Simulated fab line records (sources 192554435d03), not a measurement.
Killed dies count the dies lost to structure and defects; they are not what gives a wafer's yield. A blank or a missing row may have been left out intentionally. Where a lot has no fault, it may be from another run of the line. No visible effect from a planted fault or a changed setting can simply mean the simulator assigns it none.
Matching of chambers | flow n5Finfet | N5_FIN_SAQP_SPACER2_ETCHBACK_29 on rieDiel-05 has 4 sister chambers
The step etches SiO2 in CHF3/O2, target depth 12.2 nm, time 6.1 s. 4 wafers are shown with their chamber, then 11 later ones without.

## WAFERS, EACH WITH ITS CHAMBER
wafer  | chamber | drypumpMotorCurrentA (A)
L086.2 | 1       | 6.1
L088.1 | 3       | 6.1
L088.2 | 2       | 5.7
L089.2 | 0       | 5.3

## WAFERS WITHOUT THEIR CHAMBER
wafer  | drypumpMotorCurrentA (A)
L089.4 | 6.1
L089.6 | 5.7
L090.1 | 6.1
L090.3 | 6.1
L090.5 | 5.4
L094.2 | 6.1
L094.3 | 5.7
L094.5 | 6.1
L095.1 | 6.1
L095.2 | 6.1
L095.4 | 5.7

## WHICH CHAMBER EACH WENT THROUGH
wafer  | from the rows above     | in truth
L089.4 | can't be placed: 1 or 3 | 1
L089.6 | 2                       | 2
L090.1 | can't be placed: 1 or 3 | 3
L090.3 | can't be placed: 1 or 3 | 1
L090.5 | 0                       | 0
L094.2 | can't be placed: 1 or 3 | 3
L094.3 | 2                       | 2
L094.5 | can't be placed: 1 or 3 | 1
L095.1 | can't be placed: 1 or 3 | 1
L095.2 | can't be placed: 1 or 3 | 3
L095.4 | 2                       | 2
Correct placement for 4 of the 11. Can't be placed from these rows: 7 (the true chamber is among the candidates in 7). 0 placed wrongly.
How it was worked out, from the rows above alone: a wafer's distance from a chamber is the root of the sum, over the readings, of the square of ((its reading less the chamber's mean) divided by the reading's scatter). If the next closest chamber is less than 2 further off than the closest, the wafer can't be placed; otherwise it belongs to the closest. The mean given for a chamber averages the wafers shown for that chamber. The scatter (one wafer shown for each chamber): square how far every hidden wafer sits from the nearest shown wafer, average those squares and take the square root.
